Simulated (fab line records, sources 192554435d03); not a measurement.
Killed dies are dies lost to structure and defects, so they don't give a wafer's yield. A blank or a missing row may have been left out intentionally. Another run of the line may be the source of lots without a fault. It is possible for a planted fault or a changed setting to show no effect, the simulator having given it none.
What tool caused it?	flow n5-finfet	18 lots with 54 wafers sampled at 6 steps, on a route of 1938 steps

WHAT THE GAUGES READ, wafer by wafer
The record holds no reading of a measuring or inspecting step that can be judged against a usual standard deviation.

EACH LOT AND THE TOOL THAT RAN IT (in order: tool; ch and the chambers of the sampled wafers; start)
lot	N5_BEOL_M0_SAQP_ETCH_88	N5_BEOL_M0_SAQP_ETCH_49	N5_BEOL_M0_SAQP_STRIP_75	N5_BEOL_M0_CUTY_ETCH_63	N5_BEOL_M0_SPUTTER_116	N5_BEOL_M1_ETCH_74
L074	rie-diel-06 ch 1,2,3, day 5 14:47	rie-diel-06 ch 1,2,3, day 5 15:36	rie-diel-06 ch 1,2,3, day 5 15:42	rie-diel-03 ch 1,2,3, day 5 16:16	pvd-sputter-03, day 5 21:34	rie-diel-02 ch 1,2, day 6 01:34
L076	rie-diel-02 ch 1,3, day 6 09:54	rie-diel-06 ch 0,2, day 6 10:41	rie-diel-06 ch 0,2, day 6 10:47	rie-diel-03 ch 2,3, day 6 11:17	pvd-sputter-01, day 6 18:26	rie-diel-05 ch 1,2, day 6 22:41
L077	rie-diel-06 ch 0,2, day 6 10:09	rie-diel-06 ch 1,2,3, day 6 10:56	rie-diel-06 ch 1,2,3, day 6 11:02	rie-diel-04 ch 1,3, day 6 11:37	pvd-sputter-03, day 6 16:53	rie-diel-02 ch 1,2, day 6 19:44
L078	rie-diel-02 ch 1,2,3, day 6 14:20	rie-diel-05 ch 1,2,3, day 6 15:06	rie-diel-05 ch 1,2,3, day 6 15:12	rie-diel-04 ch 1,2,3, day 6 16:05	pvd-sputter-03, day 6 21:47	rie-diel-02 ch 0,1,2, day 7 01:11
L079	rie-diel-02 ch 0,2,3, day 6 21:17	rie-diel-02 ch 0,3, day 6 22:20	rie-diel-02 ch 0,3, day 6 22:26	rie-diel-03 ch 1,2,3, day 6 23:08	pvd-sputter-01, day 7 01:13	rie-diel-06 ch 0,2,3, day 7 06:17
L080	rie-diel-05 ch 1,3, day 7 03:34	rie-diel-02 ch 0,1,2, day 7 04:23	rie-diel-02 ch 0,1,2, day 7 04:29	rie-diel-04 ch 1,2,3, day 7 04:55	pvd-sputter-03, day 7 09:28	rie-diel-06 ch 0,1,2, day 7 13:36
L081	rie-diel-06 ch 0,1,3, day 7 23:12	rie-diel-05 ch 1,2,3, day 8 01:47	rie-diel-05 ch 1,2,3, day 8 01:53	rie-diel-04 ch 0,1, day 8 02:47	pvd-sputter-02, day 8 06:01	rie-diel-06 ch 1,2,3, day 8 09:05
L084	rie-diel-06 ch 0,2,3, day 8 11:05	rie-diel-06 ch 1,2,3, day 8 12:15	rie-diel-06 ch 1,2,3, day 8 12:21	rie-diel-01 ch 1,2,3, day 8 13:11	pvd-sputter-03, day 8 18:38	rie-diel-06 ch 0,2, day 8 21:10
L086	rie-diel-06 ch 0,2,3, day 9 00:46	rie-diel-05 ch 0,1,2, day 9 03:23	rie-diel-05 ch 0,1,2, day 9 03:29	rie-diel-01 ch 0,2, day 9 04:04	pvd-sputter-01, day 9 08:53	rie-diel-05 ch 2,3, day 9 12:30
L087	rie-diel-05 ch 0,1,2, day 9 10:15	rie-diel-05 ch 0,1,2, day 9 11:02	rie-diel-05 ch 0,1,2, day 9 11:08	rie-diel-04 ch 0,2,3, day 9 11:41	pvd-sputter-01, day 9 14:47	rie-diel-06 ch 0,1,2, day 9 17:05
L088	rie-diel-02 ch 0,1, day 9 12:59	rie-diel-02 ch 1,3, day 9 13:46	rie-diel-02 ch 1,3, day 9 13:52	rie-diel-04 ch 1,2, day 9 14:17	pvd-sputter-03, day 9 17:10	rie-diel-05 ch 0,2, day 9 22:59
L090	rie-diel-02 ch 0,1,3, day 10 04:33	rie-diel-02 ch 0,1,3, day 10 05:23	rie-diel-02 ch 0,1,3, day 10 05:29	rie-diel-01 ch 0,1,2, day 10 06:03	pvd-sputter-02, day 10 09:37	rie-diel-02 ch 0,1,3, day 10 12:01
L091	rie-diel-02 ch 0,1, day 10 11:21	rie-diel-02 ch 0,3, day 10 12:52	rie-diel-02 ch 0,3, day 10 12:58	rie-diel-01 ch 2,3, day 10 15:31	pvd-sputter-01, day 10 17:48	rie-diel-02 ch 0,1,3, day 10 21:11
L092	rie-diel-02 ch 0,3, day 10 14:05	rie-diel-05 ch 1,2, day 10 14:52	rie-diel-05 ch 1,2, day 10 14:58	rie-diel-04 ch 1,2,3, day 10 15:35	pvd-sputter-02, day 10 19:49	rie-diel-06 ch 0,2,3, day 10 22:15
L093	rie-diel-05 ch 1,2,3, day 10 18:53	rie-diel-06 ch 0,2,3, day 10 19:43	rie-diel-06 ch 0,2,3, day 10 19:49	rie-diel-01 ch 0,2,3, day 10 20:20	pvd-sputter-01, day 11 00:32	rie-diel-05 ch 1,3, day 11 02:54
L094	rie-diel-05 ch 0,2,3, day 10 21:57	rie-diel-05 ch 0,2,3, day 10 23:37	rie-diel-05 ch 0,2,3, day 10 23:43	rie-diel-01 ch 2,3, day 11 00:42	pvd-sputter-02, day 11 06:44	rie-diel-05 ch 0,2,3, day 11 10:31
L096	rie-diel-06 ch 1,2,3, day 11 12:14	rie-diel-02 ch 0,1, day 11 13:01	rie-diel-02 ch 0,1, day 11 13:07	rie-diel-01 ch 1,2,3, day 11 13:40	pvd-sputter-01, day 11 16:37	rie-diel-05 ch 0,2,3, day 11 19:49
L097	rie-diel-06 ch 0,2,3, day 11 14:53	rie-diel-02 ch 0,1,3, day 11 15:40	rie-diel-02 ch 0,1,3, day 11 15:46	rie-diel-01 ch 0,2,3, day 11 16:20	pvd-sputter-01, day 11 19:44	rie-diel-06 ch 0,1,3, day 11 22:12
- N5_BEOL_M0_SAQP_ETCH_88: etches underlayer in N2/H2, target depth 6.5 nm, time 5.2 s.
- N5_BEOL_M0_SAQP_ETCH_49: etches SiO2 in CF4/O2, target depth 37 nm.
- N5_BEOL_M0_SAQP_STRIP_75: strips in CF4.
- N5_BEOL_M0_CUTY_ETCH_63: etches SOC in N2/H2, target depth 82.7 nm, overetch 16.5 nm, time 124 s.
- N5_BEOL_M0_SPUTTER_116: material Cu, target thk 4 nm, time 7.37 s.
- N5_BEOL_M1_ETCH_74: etches underlayer in N2/H2, target depth 6.5 nm, time 5.2 s.

AS READ BY THE TOOLS THEMSELVES (means over the sampled wafers that have a number; for cases with no such wafer, the mark the record gives instead)
N5_BEOL_M0_SAQP_ETCH_88.
lot	tool	drypump-motor-current-A (A)	etch-rf-on-time-s (s)	oes-product-au (a.u.)	rf-vpp-V (V)	showerhead-plenum-p-Torr (Torr)	throttle-valve-pct (%)
L074	rie-diel-06	6.2	5.24	0.68	522.7	2.49	17.81
L076	rie-diel-02	5.9	5.38	0.62	526.8	2.64	17.98
L077	rie-diel-06	6.0	5.19	0.73	526.1	2.58	17.64
L078	rie-diel-02	5.7	5.37	0.63	525.3	2.58	17.86
L079	rie-diel-02	5.6	5.25	0.71	526.8	2.60	17.83
L080	rie-diel-05	5.8	5.32	0.60	522.3	2.48	18.16
L081	rie-diel-06	5.9	5.25	0.69	523.0	2.50	17.78
L084	rie-diel-06	6.2	5.26	0.69	523.8	2.53	17.74
L086	rie-diel-06	6.3	5.24	0.69	524.6	2.53	17.76
L087	rie-diel-05	5.6	5.15	0.69	523.7	2.56	18.00
L088	rie-diel-02	5.4	5.18	0.67	527.8	2.67	18.07
L090	rie-diel-02	5.8	5.23	0.71	526.6	2.65	17.88
L091	rie-diel-02	5.3	5.15	0.72	527.0	2.69	18.08
L092	rie-diel-02	6.1	5.12	0.76	526.3	2.63	17.68
L093	rie-diel-05	5.7	5.16	0.68	526.1	2.62	18.08
L094	rie-diel-05	5.6	5.17	0.73	524.9	2.58	17.87
L096	rie-diel-06	6.2	5.30	0.65	521.1	2.47	17.89
L097	rie-diel-06	6.3	5.25	0.68	523.3	2.53	17.78

N5_BEOL_M0_SAQP_ETCH_49.
lot	tool	drypump-motor-current-A (A)	oes_o_777_au (a.u.)	oes-product-au (a.u.)	rf-vpp-V (V)	showerhead-plenum-p-Torr (Torr)	throttle-valve-pct (%)
L074	rie-diel-06	6.2	0.79	0.80	239.9	2.16	15.84
L076	rie-diel-06	6.2	0.81	0.81	240.6	2.22	15.80
L077	rie-diel-06	6.2	0.79	0.79	240.0	2.16	15.85
L078	rie-diel-05	5.6	0.73	0.73	239.4	2.20	16.09
L079	rie-diel-02	5.6	0.87	0.88	239.7	2.32	15.96
L080	rie-diel-02	5.2	0.84	0.85	239.0	2.26	15.85
L081	rie-diel-05	5.7	0.72	0.72	239.3	2.19	16.12
L084	rie-diel-06	6.2	0.78	0.78	239.6	2.15	15.88
L086	rie-diel-05	5.6	0.81	0.81	240.1	2.21	15.88
L087	rie-diel-05	5.6	0.81	0.80	240.8	2.21	15.88
L088	rie-diel-02	5.9	0.81	0.81	239.5	2.27	15.79
L090	rie-diel-02	5.7	0.84	0.85	238.3	2.29	15.82
L091	rie-diel-02	6.1	0.90	0.90	239.9	2.27	15.69
L092	rie-diel-05	5.5	0.73	0.73	239.9	2.22	16.16
L093	rie-diel-06	6.3	0.80	0.81	239.8	2.19	15.80
L094	rie-diel-05	5.6	0.85	0.86	241.4	2.23	15.79
L096	rie-diel-02	5.2	0.82	0.83	237.8	2.32	16.01
L097	rie-diel-02	5.7	0.83	0.83	238.9	2.29	15.84

N5_BEOL_M0_SAQP_STRIP_75.
lot	tool	drypump-motor-current-A (A)	oes-product-au (a.u.)	power-w (W)	rf-vpp-V (V)	showerhead-plenum-p-Torr (Torr)	throttle-valve-pct (%)
L074	rie-diel-06	6.2	0.184	299.8	269.9	1.76	13.56
L076	rie-diel-06	6.2	0.189	300.0	271.3	1.81	13.50
L077	rie-diel-06	6.2	0.181	299.6	270.3	1.76	13.56
L078	rie-diel-05	5.7	0.168	299.3	271.3	1.79	13.83
L079	rie-diel-02	5.6	0.204	300.6	273.0	1.88	13.66
L080	rie-diel-02	5.2	0.195	300.3	271.6	1.84	13.56
L081	rie-diel-05	5.7	0.164	299.6	271.2	1.78	13.86
L084	rie-diel-06	6.2	0.180	300.4	270.0	1.76	13.62
L086	rie-diel-05	5.6	0.188	300.6	272.0	1.80	13.59
L087	rie-diel-05	5.6	0.189	299.6	272.6	1.80	13.61
L088	rie-diel-02	5.9	0.184	299.8	271.8	1.85	13.52
L090	rie-diel-02	5.8	0.197	300.6	272.7	1.86	13.53
L091	rie-diel-02	6.1	0.205	300.6	272.8	1.85	13.38
L092	rie-diel-05	5.6	0.173	300.1	271.1	1.80	13.90
L093	rie-diel-06	6.3	0.183	299.7	271.0	1.78	13.53
L094	rie-diel-05	5.6	0.194	299.6	271.8	1.82	13.51
L096	rie-diel-02	5.2	0.188	300.1	272.5	1.88	13.72
L097	rie-diel-02	5.7	0.191	300.6	272.1	1.86	13.56

N5_BEOL_M0_CUTY_ETCH_63.
lot	tool	drypump-motor-current-A (A)	oes-product-au (a.u.)	rf-vpp-V (V)	showerhead-plenum-p-Torr (Torr)	temp-c (C)	throttle-valve-pct (%)
L074	rie-diel-03	6.0	0.59	522.8	2.52	40.02	18.02
L076	rie-diel-03	6.0	0.59	523.1	2.52	39.88	17.90
L077	rie-diel-04	5.9	0.60	524.4	2.56	40.10	18.05
L078	rie-diel-04	5.6	0.61	524.7	2.57	40.13	18.07
L079	rie-diel-03	6.0	0.58	523.1	2.52	39.85	18.04
L080	rie-diel-04	5.7	0.61	524.5	2.57	40.06	18.07
L081	rie-diel-04	5.5	0.59	524.3	2.56	39.91	18.02
L084	rie-diel-01	6.2	0.63	523.5	2.55	39.98	17.93
L086	rie-diel-01	6.1	0.65	524.7	2.60	40.03	17.81
L087	rie-diel-04	5.5	0.64	522.2	2.51	39.98	17.90
L088	rie-diel-04	5.5	0.62	526.5	2.61	39.98	18.16
L090	rie-diel-01	6.4	0.63	525.2	2.58	40.01	17.96
L091	rie-diel-01	6.0	0.63	524.1	2.55	40.11	17.84
L092	rie-diel-04	5.6	0.65	523.4	2.55	40.01	17.98
L093	rie-diel-01	6.1	0.66	525.6	2.60	39.97	17.86
L094	rie-diel-01	6.0	0.65	524.3	2.56	40.09	17.89
L096	rie-diel-01	6.2	0.61	523.9	2.54	40.04	17.98
L097	rie-diel-01	6.2	0.65	525.5	2.60	39.93	17.88

N5_BEOL_M0_SPUTTER_116.
lot	tool	chuck-sensor-temp-C (C)	throttle-valve-pct (%)
L074	pvd-sputter-03	-16.7	29.6
L076	pvd-sputter-01	-16.1	30.4
L077	pvd-sputter-03	-15.7	30.1
L078	pvd-sputter-03	-16.6	29.0
L079	pvd-sputter-01	-16.1	30.2
L080	pvd-sputter-03	-16.5	30.3
L081	pvd-sputter-02	-16.6	29.8
L084	pvd-sputter-03	-16.5	28.9
L086	pvd-sputter-01	-16.0	30.6
L087	pvd-sputter-01	-16.1	29.9
L088	pvd-sputter-03	-16.7	29.2
L090	pvd-sputter-02	-16.6	29.7
L091	pvd-sputter-01	-15.9	29.0
L092	pvd-sputter-02	-16.3	29.1
L093	pvd-sputter-01	-16.1	29.8
L094	pvd-sputter-02	-16.6	29.5
L096	pvd-sputter-01	-16.0	29.9
L097	pvd-sputter-01	-16.2	30.0

N5_BEOL_M1_ETCH_74.
lot	tool	drypump-motor-current-A (A)	etch-rf-on-time-s (s)	oes-product-au (a.u.)	rf-vpp-V (V)	showerhead-plenum-p-Torr (Torr)	throttle-valve-pct (%)
L074	rie-diel-02	5.4	5.35	0.66	524.1	2.60	17.92
L076	rie-diel-05	5.7	5.21	0.65	525.0	2.61	18.16
L077	rie-diel-02	5.4	5.41	0.65	525.3	2.60	17.93
L078	rie-diel-02	5.3	5.13	0.73	526.9	2.62	17.91
L079	rie-diel-06	6.3	5.18	0.71	523.8	2.54	17.73
L080	rie-diel-06	5.9	5.22	0.68	524.3	2.52	17.76
L081	rie-diel-06	6.2	5.20	0.67	522.8	2.48	17.85
L084	rie-diel-06	6.0	5.18	0.70	525.9	2.57	17.68
L086	rie-diel-05	5.5	5.08	0.70	525.7	2.59	18.10
L087	rie-diel-06	5.9	5.21	0.66	523.6	2.52	17.80
L088	rie-diel-05	5.5	5.16	0.69	524.6	2.52	18.03
L090	rie-diel-02	5.8	5.16	0.72	526.0	2.65	17.88
L091	rie-diel-02	5.7	5.20	0.71	526.9	2.65	17.88
L092	rie-diel-06	6.3	5.25	0.68	524.3	2.53	17.75
L093	rie-diel-05	5.8	5.18	0.73	527.4	2.68	17.91
L094	rie-diel-05	5.6	5.17	0.73	524.5	2.57	17.87
L096	rie-diel-05	5.6	5.14	0.72	524.3	2.57	17.88
L097	rie-diel-06	5.9	5.19	0.67	521.5	2.49	17.82

THE ANSWER, worked out from the rows above alone
Rule: what is usual is taken from the lots themselves. Put in order of their means at a reading, lots are off if they are a third of the lots or fewer, leave a main group of 4 or more, and stand apart from it by a gap of 3 or more times the standard deviation of the main group's means; of several such gaps the widest counts. A main group whose means are all the same, to the digits that the tables above print for the reading, isn't used. Also off: a lot with no number at a reading for which 4 or more lots have one. The other lots that the step has rows for count as sound. First the gauges in route order, then the tools' own readings, where a lot's mean is used as printed above. The first step at which some lot is off is used, and at that step the reading that is off furthest; a lot without a number counts as furthest.
Across all readings shown, no lot is off: no conclusion can be drawn from this.

WHAT THE SIMULATOR HAD PUT IN
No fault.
